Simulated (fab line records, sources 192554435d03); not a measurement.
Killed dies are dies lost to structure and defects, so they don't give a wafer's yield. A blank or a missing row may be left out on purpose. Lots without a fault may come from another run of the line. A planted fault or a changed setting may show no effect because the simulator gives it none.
A struck lot beside a sound one | flow n5_finfet | 18 steps out of a route of 1938
Sound: wafers L677.3, L677.5, L677.6. Struck: wafer L668.1. (L668.2, L668.6 of the same lot were not struck and are left out.) The cause comes at the end.
At each step with rows: each side's tool, then ch and its chambers, then its first start. Under that, the readings that differ: sound wafers | struck wafers | difference of the means | sigmas: that difference in standard deviations of wafers without a fault.
alike: readings whose means differ by less than 2 such deviations, and words and numbers that are the same on both sides. not compared: withheld readings, readings that some wafer has no value for, bounds like >300 that may hide the same value, and numbers for which the record gives no deviation and whose values overlap.
The two part at a step that has a row with sigmas, a row that says differs or no value, or rows on one side only. Numbers that don't overlap but have no deviation are shown without sigmas and don't part them. A reading that every wafer of one side lacks parts them only if that side has two wafers or more.

first, 2 steps without rows for these wafers: N5_BEOL_M14_ETCH_68 (etches SOC in N2/H2, time 450 s); N5_BEOL_M14_STRIP_69 (strips in N2/H2).
N5_BEOL_M14_TRENCH_ETCH_34: etches SiO2 in C4F8/O2/Ar, target depth 556.65 nm, time 126.9 s.
  sound on rie_diel-05 ch 0,2,3, day 15 21:52; struck on rie_diel-01 ch 3, day 13 05:19
  alike: C4F8_flow_sccm, O2_flow_sccm, drypump_motor_current_A, oes_product_au, rf_vpp_V, showerhead_plenum_p_Torr, throttle_valve_pct
  not compared: rf_hours_counter_h
then, 1 step without rows for these wafers: N5_BEOL_M14_STRIP_70 (strips in C4F8/O2/Ar).
N5_BEOL_M14_OCD_MEAS_35:
  sound on ocd-02, day 15 22:01; struck on ocd-01, day 13 05:28
  alike: trench_depth_nm
N5_BEOL_M14_STRIP_37: strips in O2.
  sound on rie_diel-06 ch 1,3, day 15 23:05; struck on rie_diel-01 ch 0, day 13 06:02
  alike: drypump_motor_current_A, oes_product_au, rf_vpp_V, showerhead_plenum_p_Torr, throttle_valve_pct
  not compared: rf_hours_counter_h
then, 3 steps without rows for these wafers: N5_BEOL_M14_ETCH_38 (etches SiCN in CF4/N2, target depth 106.5 nm, time 120.6 s); N5_BEOL_M14_PRECLEAN_39 (cleans in residue remover, time 60 s); N5_BEOL_M14_SRD_40 (time 30 s, dry time 30 s).
N5_BEOL_M14_DEGAS_41: time 60 s.
  sound on pvd_sputter-03, day 15 23:44; struck on pvd_sputter-03, day 13 06:40
  alike: heater_power_w
N5_BEOL_M14_PRE_CLEAN_42: time 30 s.
  sound on pvd_sputter-03, day 15 23:47; struck on pvd_sputter-03, day 13 06:43
  alike: heater_power_w
then, 1 step without rows for these wafers: N5_BEOL_M14_SPUTTER_43 (material TaN, target thk 15 nm, time 24.19 s).
N5_BEOL_M14_SPUTTER_44: material Ta, target thk 15 nm, time 24.19 s.
  sound on pvd_sputter-03, day 15 23:54; struck on pvd_sputter-03, day 13 06:50
  reading                                     | sound      | struck | difference | sigmas
  model.Ta_of_BEOL_M14_SPUTTER_44.thk_nm (nm) | 15 15 15.2 | 21.4   | +6.3       |
  alike: throttle_valve_pct
N5_BEOL_M14_SPUTTER_45: material Cu, target thk 100 nm, time 16.67 s.
  sound on pvd_sputter-03, day 15 23:59; struck on pvd_sputter-03, day 13 06:55
  alike: throttle_valve_pct
then, 2 steps without rows for these wafers: N5_BEOL_M14_ECD_47 (material Cu, target thk 1248 nm); N5_BEOL_M14_ANNEAL_48 (time 90 s).
N5_BEOL_M14_CMP_49: polishes, stops on SiO2, t overpolish 5.2 s, target thk 560 nm.
  sound on cmp-04 ch 0,1,3, day 16 00:40; struck on cmp-03 ch 2, day 13 07:33
  reading                      | sound             | struck | difference | sigmas
  barrier_field_endpoint_s (s) | 11.33 11.87 11.80 | 13.62  | +1.95      | +7
  alike: motor_current_A, slurry_flow_ml_min
N5_BEOL_M14_THK_MEAS_50: measures by xrf.
  sound on film_metro-01, day 16 00:53; struck on film_metro-01, day 13 07:49
  alike: M14_THK

WHERE THEY PART
Only at N5_BEOL_M14_CMP_49, within this record. Later steps at which nothing parts them and some readings are alike: N5_BEOL_M14_THK_MEAS_50.

WHY: what the simulator had put in
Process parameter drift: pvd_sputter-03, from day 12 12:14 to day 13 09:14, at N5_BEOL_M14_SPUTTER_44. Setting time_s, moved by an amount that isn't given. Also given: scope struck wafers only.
